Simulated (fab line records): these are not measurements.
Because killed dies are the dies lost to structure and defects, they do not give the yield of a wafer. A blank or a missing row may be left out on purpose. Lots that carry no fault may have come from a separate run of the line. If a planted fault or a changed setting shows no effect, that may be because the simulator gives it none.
Struck lot and sound lot, side by side | flow nandHarc | 18 out of 1159 route steps
Sound: the wafers L727.2, L727.5, L727.6. Struck: wafers L740.1, L740.3, L740.4. The cause is given at the end.
For every step that has rows: the tool of each side, followed by ch and its chambers, followed by its first start. Under that, the readings that differ: sound wafers | struck wafers | difference of the means | sigmas: that difference in standard deviations of wafers without a fault.
alike: same words and numbers on both sides, and readings whose means sit less than 2 such deviations apart. not compared: any withheld reading, any reading some wafer has no value for, any bound like >300 that may hide the same value, and any number with overlapping values for which the record gives no deviation.
The two part at a step that has a row with sigmas, a row that says differs or no value, or rows on one side only. Numbers that have no deviation but don't overlap get no sigmas and don't part them. A reading that every wafer of one side lacks parts them only if that side has two wafers or more.

NHARC_P_GATE_CD_MEAS_59: the cd target is 720 nm.
  sound on cdSem-02 ch 0, day 5 17:49; struck on cdSem-03 ch 0, day 8 23:44
  alike: cdNm
then, 1 step without rows for these wafers: NHARC_P_GATE_HARDBAKE_60 (time 80 s).
NHARC_P_GATE_DESCUM_61: chemistry O2, time 3 s.
  sound on rieDiel-11 ch 0,3, day 5 17:59; struck on rieDiel-05 ch 0,1,3, day 8 23:55
  alike: chamberPressureMTorr, drypumpMotorCurrentA, oesProductAu, rfVppV, showerheadPlenumPTorr, throttleValvePct
  not compared: rfHoursCounterH
next, for these wafers, 1 step has no rows: NHARC_P_GATE_IMPLANT_62.
NHARC_P_GATE_STRIP_112: strips in N2/H2, time 200 s.
  sound on plasmaAsher-01 ch 0,1, day 5 18:20; struck on plasmaAsher-02 ch 0,1, day 9 00:17
  alike: drypumpMotorCurrentA, heaterPowerW, tempC
  not compared: rfHoursCounterH
NHARC_P_GATE_STRIP_76: strips in O2.
  sound on plasmaAsher-01 ch 0,1, day 5 18:35; struck on plasmaAsher-02 ch 0,1, day 9 00:32
  alike: drypumpMotorCurrentA, heaterPowerW, tempC
  not compared: rfHoursCounterH
then, 6 steps without rows for these wafers: NHARC_P_GATE_STRIP_63 (strips in SPM, time 900 s); NHARC_P_GATE_DEHYDRATE_83 (time 120 s); NHARC_P_GATE_HMDS_84 (time 30 s); NHARC_P_GATE_COAT_85; NHARC_P_GATE_SOFTBAKE_86 (time 95 s); NHARC_P_GATE_EBR_87.
NHARC_P_GATE_EXPOSE_88: exposes mask P HVN, target cd 2000 nm.
  sound on krfScanner-02 ch 0, day 5 19:22; struck on krfScanner-04 ch 0, day 9 01:10
reading | sound                   | struck                  | difference | sigmas
mask    | P_HVN#0 P_HVN#0 P_HVN#0 | P_PSD#0 P_PSD#0 P_PSD#0 | differs    | 
  alike: focusOffsetNm
then, 2 steps without rows for these wafers: NHARC_P_GATE_PEB_89 (peb time 85 s); NHARC_P_GATE_DEVELOP_90 (time 70 s).
NHARC_P_GATE_CD_MEAS_91: the cd target is 2000 nm.
  sound on cdSem-01 ch 0, day 5 19:31; struck on cdSem-03 ch 0, day 9 01:20
reading   | sound          | struck | difference                    | sigmas
cdNm (nm) | 2003 2003 2000 | - - -  | no value on the struck wafers | 
then, 1 step without rows for these wafers: NHARC_P_GATE_HARDBAKE_92 (time 80 s).
-- record jumps: 15 days between struck wafers' starts before vs after; left off in module P_GATE, resumes in module END, first step shown is number 1159 of the route --
NHARC_END_SORT_01:
  sound on prober-01 ch 0, day 19 20:13; struck on prober-01 ch 0, day 23 16:07
reading           | sound    | struck                                                            | difference                   | sigmas
hold              | - - -    | awaitDispo/9.4h/scrap awaitDispo/9.4h/scrap awaitDispo/9.4h/scrap | no value on the sound wafers | 
killedAtPeriphery | 3 5 7    | 660 649 660                                                       | +651                         | +99 or more
killedDies        | 38 28 42 | 677 677 677                                                       | +641                         | +53
  alike: killedAtArray, killedAtOther, killedOpen, killedShort

== WHERE THEY PART ==
At NHARC_P_GATE_EXPOSE_88 first; at NHARC_END_SORT_01 last (within this record only).

WHY: what the simulator had put in
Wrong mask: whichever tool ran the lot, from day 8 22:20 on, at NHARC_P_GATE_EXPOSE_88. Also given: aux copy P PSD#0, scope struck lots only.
